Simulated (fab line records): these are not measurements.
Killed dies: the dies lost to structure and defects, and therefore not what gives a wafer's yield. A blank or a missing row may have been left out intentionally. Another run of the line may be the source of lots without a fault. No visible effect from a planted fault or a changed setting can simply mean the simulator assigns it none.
fab line records -- flow n5_finfet
[record] lots = 10, wafers = 30, last_day = 20
route steps=1938 shown HKMG_FIN@407 PASSIVATION@1936
lots untouched by any fault: they come from a run of this same line in which no faults occurred
start_h: hours from the record's first day to the start of the lot's first wafer shown -- wait_h: time in hours since the lot's previous step -- " as in the row above -- L1.1+2: a row that stands for several wafers -- - no value present, or no start provided -- * or withheld: withheld -- < > ~ a bound
route shown NAME@n: NAME is a module with steps in the file, n the number in the route of the first one -- usual: mean/standard deviation taken from wafers without a fault -- same: alike in all rows -- chamber/n: place in a boat -- sites: the reading at each site -- _std_site: standard deviation of those values -- _edge_site: inner sites' mean taken away from outer sites' mean -- radius_mm: for every site, how far away it sits from the centre of the wafer -- mask NAME#n: copy n -- behind: tool/chamber where the wafer was last shaped -- hold: cause of the lot's hold/its duration in hours/its outcome -- device: whichever transistor did not switch (one of n, p or np) -- end of line: the route-end tests of the same wafers -- step lacking rows: just its recipe -- killed: count of dies lost to structure and defects at first sort (not the wafer's yield) -- map: a wafer's dies, x killed, . not, _ none there
set.NAME: setting as actually run; set.NAME@STEP: the setting as run at that earlier step -- model.NAME: the simulator's own value behind a step, which no gauge read
steps of the route over a sample of lots; a table a step, a row a wafer
services: when a tool's chamber went out of use (start_h, in hours from the record's first day, below 0 if earlier), for how many hours, and the reason
[[steps]]
[step N5_HKMG_FIN_STRIP_93]
[recipe] chemistry = N2/H2, material = SOC, time_s = 20, power_w = 500, temp_c = 40, pressure_mtorr = 50, rf_frequency_hz = 6e+07, bias_power_w = 8, h2_frac = 0.5, n2_flow_sccm = 300, h2_flow_sccm = 300
[usual] drypump_motor_current_A = 5.8/0.43, oes_product_au = 0.79/0.06, rf_vpp_V = 54.2/0.82, showerhead_plenum_p_Torr = 3.41/0.093, throttle_valve_pct = 19.0/0.4
lot.wafer,tool,chamber,start_h,wait_h,drypump_motor_current_A,oes_product_au,rf_hours_counter_h,rf_vpp_V,showerhead_plenum_p_Torr,throttle_valve_pct
L964.2,rie_diel-06,3,72.48,0.2,5.9,0.79,111,54.1,3.37,19.0
L964.5,rie_diel-06,2,72.48,0.2,5.1,0.76,-,52.6,3.50,19.2
L964.6,rie_diel-06,3,72.48,0.2,5.9,0.79,-,53.7,3.37,18.9
L965.2,rie_diel-04,1,82.11,0.2,5.4,0.85,60,54.1,3.40,18.3
L965.3,rie_diel-04,2,82.11,0.2,5.4,0.74,167,53.6,3.48,19.7
L965.4,rie_diel-04,0,82.11,0.2,6.4,0.71,237,54.3,3.19,19.1
L967.1,rie_diel-06,2,91.14,0.2,5.1,0.76,148,54.4,3.50,19.2
L967.2,rie_diel-06,3,91.14,0.2,5.9,0.78,116,53.6,3.37,19.0
L967.5,rie_diel-06,0,91.14,0.2,5.9,0.75,-,54.0,3.35,19.4
L971.1,rie_diel-04,3,116.12,0.2,6.5,0.75,163,54.1,3.49,18.5
L971.3,rie_diel-04,0,116.12,0.2,6.4,0.70,248,54.7,3.18,19.1
L971.6,rie_diel-04,0,116.12,0.2,6.4,0.69,-,52.9,3.18,19.1
L972.1,rie_diel-06,3,122.05,0.2,5.9,0.77,129,53.5,3.36,19.0
L972.3,rie_diel-06,0,122.05,0.2,6.0,0.75,170,54.8,3.34,19.4
L972.4,rie_diel-06,2,122.05,0.2,5.1,0.75,159,54.1,3.50,19.2
L975.2,rie_diel-01,2,138.66,0.2,6.3,0.86,53,54.7,3.28,18.9
L975.3,rie_diel-01,3,138.66,0.2,5.6,0.78,126,52.9,3.37,19.2
L975.6,rie_diel-01,2,138.66,0.2,6.3,0.86,-,53.7,3.28,18.9
L977.2,rie_diel-06,0,151.44,0.2,5.9,0.75,179,54.7,3.33,19.5
L977.3,rie_diel-06,3,151.44,0.2,5.9,0.77,137,54.2,3.36,19.0
L977.5,rie_diel-06,0,151.44,0.2,6.0,0.75,-,53.2,3.33,19.4
L978.2,rie_diel-01,0,157.71,0.2,5.7,0.85,66,54.6,3.54,19.2
L978.4,rie_diel-01,3,157.71,0.2,5.6,0.78,131,52.9,3.36,19.2
L978.5,rie_diel-01,1,157.71,0.2,5.8,0.83,-,54.2,3.40,19.0
L980.1,rie_diel-06,0,166.95,0.2,6.0,0.74,183,53.2,3.33,19.5
L980.4,rie_diel-06,1,166.95,0.2,5.7,0.84,66,54.0,3.40,19.1
L980.5,rie_diel-06,1,166.95,0.2,5.7,0.84,-,54.2,3.40,19.0
L987.4,rie_diel-01,0,242.61,0.2,5.8,0.82,83,53.9,3.53,19.2
L987.5,rie_diel-01,1,242.61,0.2,5.8,0.81,-,54.1,3.39,19.0
L987.6,rie_diel-01,0,242.61,0.2,5.7,0.82,-,53.9,3.53,19.3
[step N5_HKMG_FIN_ALD_36]
[recipe] material = TiN, target_thk_a = 10, temp_c = 400, ald_precursor_family = TiCl4, ald_co_reactant = NH3, pulse_time_s = 1, purge_time_s = 3, co_reactant_purge_time_s = 2, co_reactant_pulse_time_s = 2, ald_cycles = 47, pressure_torr = 3
[usual] heater_power_w = 908/100, precursor_pulse_height_rel = 1.004/0.018, susceptor_temp_C = 399.97/0.21
lot.wafer,tool,chamber,start_h,wait_h,heater_power_w,precursor_pulse_height_rel,susceptor_temp_C
L964.2,ald_metal-01,0,73.87,0.0,758,0.976,399.58
L964.5,ald_metal-01,0,73.87,0.0,773,1.000,399.56
L964.6,ald_metal-01,3,73.87,0.0,752,1.003,400.31
L965.2,ald_metal-02,1,83.56,0.0,1030,0.980,399.98
L965.3,ald_metal-02,3,83.56,0.0,871,1.000,400.06
L965.4,ald_metal-02,2,83.56,0.0,1090,1.026,399.96
L967.1,ald_metal-02,1,92.65,0.0,1033,1.004,400.32
L967.2,ald_metal-02,0,92.65,0.0,889,1.030,399.69
L967.5,ald_metal-02,0,92.65,0.0,898,0.950,399.94
L971.1,ald_metal-04,2,117.52,0.0,786,1.012,400.36
L971.3,ald_metal-04,3,117.52,0.0,898,0.977,400.11
L971.6,ald_metal-04,2,117.52,0.0,811,1.010,400.35
L972.1,ald_metal-02,1,123.69,0.0,1011,1.006,399.89
L972.3,ald_metal-02,2,123.69,0.0,1089,0.989,399.67
L972.4,ald_metal-02,3,123.69,0.0,917,1.034,400.24
L975.2,ald_metal-01,3,140.12,0.0,761,1.003,399.95
L975.3,ald_metal-01,1,140.12,0.0,902,1.025,399.77
L975.6,ald_metal-01,3,140.12,0.0,749,1.003,399.66
L977.2,ald_metal-02,2,152.91,0.0,1081,1.038,400.03
L977.3,ald_metal-02,3,152.91,0.0,898,0.982,400.13
L977.5,ald_metal-02,0,152.91,0.0,898,1.025,399.40
L978.2,ald_metal-02,0,159.11,0.0,921,0.996,400.24
L978.4,ald_metal-02,2,159.11,0.0,1090,1.012,400.07
L978.5,ald_metal-02,1,159.11,0.0,1039,0.997,399.78
L980.1,ald_metal-01,3,168.34,0.0,776,0.993,400.06
L980.4,ald_metal-01,0,168.34,0.0,751,1.004,400.01
L980.5,ald_metal-01,1,168.34,0.0,916,0.957,400.33
L987.4,ald_metal-02,2,244.01,0.0,1079,1.027,400.04
L987.5,ald_metal-02,0,244.01,0.0,911,0.972,400.03
L987.6,ald_metal-02,3,244.01,0.0,908,1.004,400.22
[step N5_HKMG_FIN_EXPOSE_09]
[recipe] mask_id = NWFM, na = 1.35, source_shape = conventional, sigma_outer = 0.8, polarization = unpolarized, dose_mj = 39.25
[usual] exposure_dose_mJ_cm2 = 39.23/0.038
lot.wafer,tool,chamber,start_h,wait_h,mask,exposure_dose_mJ_cm2
L964.2,arfi_scanner-01,0,74.91,-,NWFM#0,39.21
L964.5,arfi_scanner-01,0,74.91,-,NWFM#0,39.20
L964.6,arfi_scanner-01,0,74.91,-,NWFM#0,39.21
L965.2,arfi_scanner-02,0,84.60,-,NWFM#0,39.24
L965.3,arfi_scanner-02,0,84.60,-,NWFM#0,39.23
L965.4,arfi_scanner-02,0,84.60,-,NWFM#0,39.21
L967.1,arfi_scanner-02,0,93.55,-,NWFM#0,39.22
L967.2,arfi_scanner-02,0,93.55,-,NWFM#0,39.25
L967.5,arfi_scanner-02,0,93.55,-,NWFM#0,39.18
L971.1,arfi_scanner-01,0,118.55,-,NWFM#0,39.23
L971.3,arfi_scanner-01,0,118.55,-,NWFM#0,39.26
L971.6,arfi_scanner-01,0,118.55,-,NWFM#0,39.22
L972.1,arfi_scanner-02,0,124.72,-,NWFM#0,39.15
L972.3,arfi_scanner-02,0,124.72,-,NWFM#0,39.23
L972.4,arfi_scanner-02,0,124.72,-,NWFM#0,39.17
L975.2,arfi_scanner-02,0,141.15,-,NWFM#0,34.48
L975.3,arfi_scanner-02,0,141.15,-,NWFM#0,34.46
L975.6,arfi_scanner-02,0,141.15,-,NWFM#0,34.51
L977.2,arfi_scanner-02,0,153.95,-,NWFM#0,35.44
L977.3,arfi_scanner-02,0,153.95,-,NWFM#0,35.38
L977.5,arfi_scanner-02,0,153.95,-,NWFM#0,35.42
L978.2,arfi_scanner-03,0,160.15,-,NWFM#0,39.27
L978.4,arfi_scanner-03,0,160.15,-,NWFM#0,39.27
L978.5,arfi_scanner-03,0,160.15,-,NWFM#0,39.25
L980.1,arfi_scanner-03,0,169.25,-,NWFM#0,39.17
L980.4,arfi_scanner-03,0,169.25,-,NWFM#0,39.24
L980.5,arfi_scanner-03,0,169.25,-,NWFM#0,39.19
L987.4,arfi_scanner-03,0,244.94,-,NWFM#0,39.30
L987.5,arfi_scanner-03,0,244.94,-,NWFM#0,39.26
L987.6,arfi_scanner-03,0,244.94,-,NWFM#0,39.26
[step N5_HKMG_FIN_CD_MEAS_12]
[recipe] target_cd_nm = 92.8, landing_energy_ev = 500, detector = se_inlens
[usual] cd_nm = 92.8/0.47
[same] landing_energy_ev = 500
lot.wafer,tool,chamber,start_h,wait_h,cd_nm
L964.2,cd_sem-01,0,75.03,-,92.9
L964.5,cd_sem-01,0,75.03,-,92.6
L964.6,cd_sem-01,0,75.03,-,92.2
L965.2,cd_sem-02,0,84.72,-,92.7
L965.3,cd_sem-02,0,84.72,-,92.0
L965.4,cd_sem-02,0,84.72,-,92.5
L967.1,cd_sem-03,0,93.68,-,92.6
L967.2,cd_sem-03,0,93.68,-,92.8
L967.5,cd_sem-03,0,93.68,-,93.1
L971.1,cd_sem-01,0,118.67,-,92.3
L971.3,cd_sem-01,0,118.67,-,92.8
L971.6,cd_sem-01,0,118.67,-,92.4
L972.1,cd_sem-02,0,124.84,-,92.6
L972.3,cd_sem-02,0,124.84,-,92.4
L972.4,cd_sem-02,0,124.84,-,92.8
L975.2,cd_sem-02,0,141.27,-,85.4
L975.3,cd_sem-02,0,141.27,-,85.0
L975.6,cd_sem-02,0,141.27,-,85.2
L977.2,cd_sem-01,0,154.07,-,86.2
L977.3,cd_sem-01,0,154.07,-,87.3
L977.5,cd_sem-01,0,154.07,-,86.8
L978.2,cd_sem-01,0,160.27,-,93.1
L978.4,cd_sem-01,0,160.27,-,92.5
L978.5,cd_sem-01,0,160.27,-,93.2
L980.1,cd_sem-02,0,169.37,-,92.6
L980.4,cd_sem-02,0,169.37,-,92.4
L980.5,cd_sem-02,0,169.37,-,92.9
L987.4,cd_sem-03,0,245.05,-,92.3
L987.5,cd_sem-03,0,245.05,-,91.8
L987.6,cd_sem-03,0,245.05,-,92.1
[step N5_HKMG_FIN_DESCUM_17]
[recipe] chemistry = O2, time_s = 7.9, source_power_w = 50, bias_power_w = 20, pressure_mtorr = 20, rf_frequency_hz = 2.712e+07, temp_c = 40, resist = CAR-ArF, o2_flow_sccm = 225
[usual] drypump_motor_current_A = 5.8/0.37, oes_product_au = 0.81/0.061, rf_vpp_V = 243.7/1.1, showerhead_plenum_p_Torr = 2.12/0.057, throttle_valve_pct = 20.46/0.19
lot.wafer,tool,chamber,start_h,wait_h,drypump_motor_current_A,oes_product_au,rf_hours_counter_h,rf_vpp_V,showerhead_plenum_p_Torr,throttle_valve_pct
L964.2,rie_diel-04,3,75.14,0.0,6.5,0.79,149,244.3,2.19,20.20
L964.5,rie_diel-04,1,75.14,0.0,5.3,0.85,-,243.8,2.12,20.05
L964.6,rie_diel-04,0,75.14,0.0,6.4,0.71,-,242.4,1.97,20.59
L965.2,rie_diel-01,0,84.80,0.0,5.7,0.90,40,246.4,2.22,20.44
L965.3,rie_diel-01,2,84.80,0.0,6.3,0.90,31,242.8,2.04,20.49
L965.4,rie_diel-01,1,84.80,0.0,5.7,0.88,55,243.9,2.13,20.35
L967.1,rie_diel-04,2,93.93,0.2,5.4,0.73,171,244.5,2.17,20.90
L967.2,rie_diel-04,1,93.93,0.2,5.3,0.85,64,244.3,2.11,20.05
L967.5,rie_diel-04,2,93.93,0.2,5.5,0.73,-,245.3,2.17,20.90
L971.1,rie_diel-01,1,119.00,0.3,5.7,0.84,67,242.9,2.13,20.37
L971.3,rie_diel-01,2,119.00,0.3,6.2,0.88,43,243.5,2.04,20.52
L971.6,rie_diel-01,2,119.00,0.3,6.2,0.89,-,243.0,2.04,20.49
L972.1,rie_diel-04,3,124.93,0.0,6.5,0.77,165,244.9,2.18,20.25
L972.3,rie_diel-04,1,124.93,0.0,5.3,0.84,72,243.4,2.11,20.05
L972.4,rie_diel-04,1,124.93,0.0,5.3,0.83,-,242.6,2.11,20.08
L975.2,rie_diel-06,3,141.36,0.0,5.9,0.76,135,243.1,2.11,20.47
L975.3,rie_diel-06,1,141.36,0.0,5.7,0.85,58,242.9,2.12,20.44
L975.6,rie_diel-06,0,141.36,0.0,5.9,0.74,-,243.6,2.08,20.64
L977.2,rie_diel-04,2,154.15,0.0,5.4,0.72,193,244.8,2.17,20.92
L977.3,rie_diel-04,0,154.15,0.0,6.4,0.97,4,244.9,2.23,20.27
L977.5,rie_diel-04,1,154.15,0.0,5.3,0.82,-,244.7,2.11,20.08
L978.2,rie_diel-06,1,160.51,0.2,5.8,0.85,63,243.3,2.12,20.45
L978.4,rie_diel-06,3,160.51,0.2,5.9,0.76,139,243.3,2.11,20.46
L978.5,rie_diel-06,1,160.51,0.2,5.7,0.85,-,242.5,2.12,20.44
L980.1,rie_diel-06,2,169.46,0.0,5.1,0.74,173,244.5,2.18,20.34
L980.4,rie_diel-06,3,169.46,0.0,5.9,0.76,142,244.3,2.10,20.47
L980.5,rie_diel-06,1,169.46,0.0,5.7,0.84,-,244.3,2.12,20.46
L987.4,rie_diel-06,1,245.92,0.8,5.7,0.82,81,243.8,2.11,20.47
L987.5,rie_diel-06,0,245.92,0.8,6.0,0.73,-,241.8,2.07,20.66
L987.6,rie_diel-06,1,245.92,0.8,5.7,0.81,-,243.2,2.11,20.46
[step N5_PASSIVATION_PROBE_49]
[usual] defect_limited_yield = 91.2/1.3, killed_at_M0_to_M3 = 34/9.2, killed_at_M4_up = 14/5, killed_at_contacts = 13/6.7, killed_at_front_end = 39/12, killed_at_other = 4/3.3, killed_dies = 104/15, killed_open = 68/12, killed_short = 34/7.5, sort_bin_5_function = 5.2/0.87, sort_bin_6_memory = 3.3/0.63, sort_n_pass = 1076/15, sort_yield_pct = 91.2/1.3
[same] gross_dies = 1180, killed_at_back_side = 0, sort_bin_4_leakage[%] = 0, sort_bin_8_speed[%] = 0
lot.wafer,tool,chamber,start_h,wait_h,defect_limited_yield[%],killed_at_M0_to_M3,killed_at_M4_up,killed_at_contacts,killed_at_front_end,killed_at_other,killed_dies,killed_open,killed_short,sort_bin_5_function[%],sort_bin_6_memory[%],sort_n_pass,sort_yield_pct[%]
L975.3,prober-02,-,385.24,0.1,90.6,38,11,22,39,1,111,65,41,5.3,3.6,1069,90.6
L977.5,prober-02,-,397.22,0.2,89.6,33,9,20,56,5,123,84,36,5.8,4.3,1057,89.6
// killed by level:class
L975.3 MOL_CONTACT_COAG:geometric_particle:open=14 FIN_SAQP:geometric_particle:open=11 MOL_CONTACT_COAG:geometric_particle:short=8 BEOL_M3:geometric_particle:open=8 DUMMY_GATE:geometric_particle:open=6 FIN_SAQP:geometric_particle:short=5 BEOL_M0_SAQP:geometric_particle:open=5 BEOL_M0_SAQP:geometric_particle:short=5
L977.5 MOL_CONTACT_COAG:geometric_particle:open=15 FIN_SAQP:geometric_particle:open=14 STI_FIN_REVEAL:geometric_particle:open=9 DUMMY_GATE:geometric_particle:open=9 BEOL_M1:geometric_particle:open=8 FIN_SAQP:geometric_particle:short=7 BEOL_M0_SAQP:geometric_particle:short=7 MOL_CONTACT_COAG:geometric_particle:short=5
[[services]]
tool,chamber,start_h,hours,kind
arfi_scanner-02,-,55.28,0.4,repair
ald_metal-01,1,58.11,28.7,repair
arfi_scanner-03,-,73.29,0.5,repair
arfi_scanner-03,-,77.58,1.3,repair
arfi_scanner-03,-,86.27,1.5,pm
arfi_scanner-03,-,102.58,1.0,pm
arfi_scanner-02,-,104.19,4.4,repair
rie_diel-04,1,106.06,2.9,repair
arfi_scanner-02,-,129.28,3.1,pm
arfi_scanner-03,-,132.48,1.0,pm
arfi_scanner-02,-,133.32,1.0,pm
arfi_scanner-03,-,134.82,0.2,repair
arfi_scanner-03,-,144.88,0.8,pm
rie_diel-06,-,152.62,0.9,repair
arfi_scanner-03,-,155.05,1.2,repair
ald_metal-01,-,161.02,0.6,repair
rie_diel-01,0,161.28,4.4,repair
arfi_scanner-02,-,168.79,3.6,repair
arfi_scanner-03,-,170.14,1.3,pm
ald_metal-02,-,170.32,2.8,pm
arfi_scanner-02,-,178.80,0.8,pm
rie_diel-01,1,187.71,6.8,repair
rie_diel-06,1,214.42,9.5,repair
rie_diel-01,-,234.77,2.8,pm
[[key]]
[first_sign] step = N5_HKMG_FIN_EXPOSE_09, reading = exposure_dose_mJ_cm2, direction = down, sigmas = 99+, usual = 39.23, struck = 34.95
[effect] step = N5_HKMG_FIN_CD_MEAS_12, reading = cd_nm, direction = down, sigmas = 15, usual = 92.8, struck = 86.0, through = control_loop
met_at N5_HKMG_FIN_EXPOSE_09
struck_lots L975,L977
rows_end L975.2,L975.6
[loop_trim] step = N5_HKMG_FIN_EXPOSE_09, setting = dose, lots = L977
not_acting_at N5_HKMG_FIN_STRIP_93,N5_HKMG_FIN_ALD_36,N5_HKMG_FIN_DESCUM_17
onset_between 124.72 141.15
[fault] kind = process_parameter_drift, tool = arfi_scanner-02, chamber = -, onset_h = 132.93, steps = N5_HKMG_FIN_EXPOSE_09, channel = dose_mj, offset = -4.7316, shape = step, acts_in = these_recipes_only, stated = 39.25
// rows_end: these wafers met a further fault down the route, and their rows from its step on are left out
// loop_trim: a control loop set the setting to another value than it would have without faults
